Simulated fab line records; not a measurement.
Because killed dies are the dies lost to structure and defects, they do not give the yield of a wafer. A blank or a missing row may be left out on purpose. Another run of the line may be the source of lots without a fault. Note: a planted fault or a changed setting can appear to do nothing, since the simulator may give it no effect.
Matching of chambers :: flow n5_finfet :: N5_MOL_CONTACT_COAG_ETCH_59 on rie_diel-03 has 4 sister chambers
The step etches underlayer in N2/H2, target depth 13 nm, time 10.4 s. 22 wafers are shown with their chamber, then 11 later ones without.

== WAFERS PAIRED WITH THEIR CHAMBERS ==
wafer: L076.2
chamber: 3
drypump_motor_current_A (A): 6.4
throttle_valve_pct (%): 18.1
oes_product_au (a.u.): 0.68

wafer: L076.3
chamber: 2
drypump_motor_current_A (A): 4.7
throttle_valve_pct (%): 17.9
oes_product_au (a.u.): 0.61

wafer: L076.4
chamber: 3
drypump_motor_current_A (A): 6.4
throttle_valve_pct (%): 18.1
oes_product_au (a.u.): 0.68

wafer: L078.1
chamber: 0
drypump_motor_current_A (A): 5.2
throttle_valve_pct (%): 17.9
oes_product_au (a.u.): 0.58

wafer: L078.2
chamber: 3
drypump_motor_current_A (A): 6.4
throttle_valve_pct (%): 18.1
oes_product_au (a.u.): 0.68

wafer: L078.4
chamber: 2
drypump_motor_current_A (A): 4.7
throttle_valve_pct (%): 17.9
oes_product_au (a.u.): 0.60

wafer: L079.1
chamber: 2
drypump_motor_current_A (A): 4.7
throttle_valve_pct (%): 17.9
oes_product_au (a.u.): 0.60

wafer: L079.3
chamber: 0
drypump_motor_current_A (A): 5.2
throttle_valve_pct (%): 17.9
oes_product_au (a.u.): 0.59

wafer: L079.4
chamber: 3
drypump_motor_current_A (A): 6.5
throttle_valve_pct (%): 18.1
oes_product_au (a.u.): 0.67

wafer: L082.1
chamber: 2
drypump_motor_current_A (A): 4.7
throttle_valve_pct (%): 18.0
oes_product_au (a.u.): 0.59

wafer: L082.4
chamber: 3
drypump_motor_current_A (A): 6.5
throttle_valve_pct (%): 18.1
oes_product_au (a.u.): 0.67

wafer: L082.5
chamber: 2
drypump_motor_current_A (A): 4.7
throttle_valve_pct (%): 18.0
oes_product_au (a.u.): 0.60

wafer: L084.3
chamber: 3
drypump_motor_current_A (A): 6.4
throttle_valve_pct (%): 18.1
oes_product_au (a.u.): 0.65

wafer: L084.4
chamber: 1
drypump_motor_current_A (A): 5.4
throttle_valve_pct (%): 17.2
oes_product_au (a.u.): 0.78

wafer: L084.6
chamber: 0
drypump_motor_current_A (A): 5.2
throttle_valve_pct (%): 17.5
oes_product_au (a.u.): 0.79

wafer: L085.1
chamber: 1
drypump_motor_current_A (A): 5.4
throttle_valve_pct (%): 17.2
oes_product_au (a.u.): 0.77

wafer: L085.3
chamber: 2
drypump_motor_current_A (A): 4.7
throttle_valve_pct (%): 18.0
oes_product_au (a.u.): 0.58

wafer: L085.5
chamber: 3
drypump_motor_current_A (A): 6.5
throttle_valve_pct (%): 18.2
oes_product_au (a.u.): 0.66

wafer: L088.1
chamber: 3
drypump_motor_current_A (A): 6.5
throttle_valve_pct (%): 18.2
oes_product_au (a.u.): 0.65

wafer: L088.2
chamber: 2
drypump_motor_current_A (A): 4.7
throttle_valve_pct (%): 18.0
oes_product_au (a.u.): 0.58

wafer: L088.5
chamber: 2
drypump_motor_current_A (A): 4.7
throttle_valve_pct (%): 18.0
oes_product_au (a.u.): 0.59

wafer: L089.3
chamber: 0
drypump_motor_current_A (A): 5.2
throttle_valve_pct (%): 17.5
oes_product_au (a.u.): 0.78

SIGNATURES, as means of the wafers listed above
reading: drypump_motor_current_A
chamber 0: 5.200
chamber 1: 5.400
chamber 2: 4.700
chamber 3: 6.450
scatter within a chamber: 0.0333

reading: throttle_valve_pct
chamber 0: 17.700
chamber 1: 17.200
chamber 2: 17.962
chamber 3: 18.125
scatter within a chamber: 0.104

reading: oes_product_au
chamber 0: 0.6850
chamber 1: 0.7750
chamber 2: 0.5938
chamber 3: 0.6675
scatter within a chamber: 0.0484
Rule: for a wafer and a chamber, the distance is found by dividing, reading by reading, the gap between the wafer's reading and the chamber's mean by the reading's scatter, squaring, summing and taking the root. The wafer belongs to the nearest chamber; if the next one is less than 2 further off, it can't be placed. The scatter is the square root of a quotient: the sum, over the shown wafers, of each reading's squared deviation from its chamber's mean, divided by wafers minus chambers.

== WAFERS WHOSE CHAMBER IS MISSING ==
wafer: L089.5
drypump_motor_current_A (A): 4.7
throttle_valve_pct (%): 18.0
oes_product_au (a.u.): 0.59

wafer: L089.6
drypump_motor_current_A (A): 6.4
throttle_valve_pct (%): 18.2
oes_product_au (a.u.): 0.66

wafer: L091.2
drypump_motor_current_A (A): 5.4
throttle_valve_pct (%): 17.2
oes_product_au (a.u.): 0.76

wafer: L091.3
drypump_motor_current_A (A): 5.2
throttle_valve_pct (%): 17.5
oes_product_au (a.u.): 0.75

wafer: L091.5
drypump_motor_current_A (A): 5.2
throttle_valve_pct (%): 17.5
oes_product_au (a.u.): 0.76

wafer: L093.1
drypump_motor_current_A (A): 6.4
throttle_valve_pct (%): 18.2
oes_product_au (a.u.): 0.65

wafer: L093.2
drypump_motor_current_A (A): 5.4
throttle_valve_pct (%): 17.2
oes_product_au (a.u.): 0.74

wafer: L093.6
drypump_motor_current_A (A): 5.2
throttle_valve_pct (%): 17.6
oes_product_au (a.u.): 0.75

wafer: L094.3
drypump_motor_current_A (A): 5.2
throttle_valve_pct (%): 17.5
oes_product_au (a.u.): 0.75

wafer: L094.4
drypump_motor_current_A (A): 6.4
throttle_valve_pct (%): 18.2
oes_product_au (a.u.): 0.65

wafer: L094.6
drypump_motor_current_A (A): 5.2
throttle_valve_pct (%): 17.5
oes_product_au (a.u.): 0.73

== WHICH CHAMBER EACH WENT THROUGH ==
wafer: L089.5
from the rows above: 2
in truth: 2

wafer: L089.6
from the rows above: 3
in truth: 3

wafer: L091.2
from the rows above: 1
in truth: 1

wafer: L091.3
from the rows above: 0
in truth: 0

wafer: L091.5
from the rows above: 0
in truth: 0

wafer: L093.1
from the rows above: 3
in truth: 3

wafer: L093.2
from the rows above: 1
in truth: 1

wafer: L093.6
from the rows above: 0
in truth: 0

wafer: L094.3
from the rows above: 0
in truth: 0

wafer: L094.4
from the rows above: 3
in truth: 3

wafer: L094.6
from the rows above: 0
in truth: 0
Correctly placed: 11 of 11. Number that these rows cannot place: 0. Placed wrongly: 0.
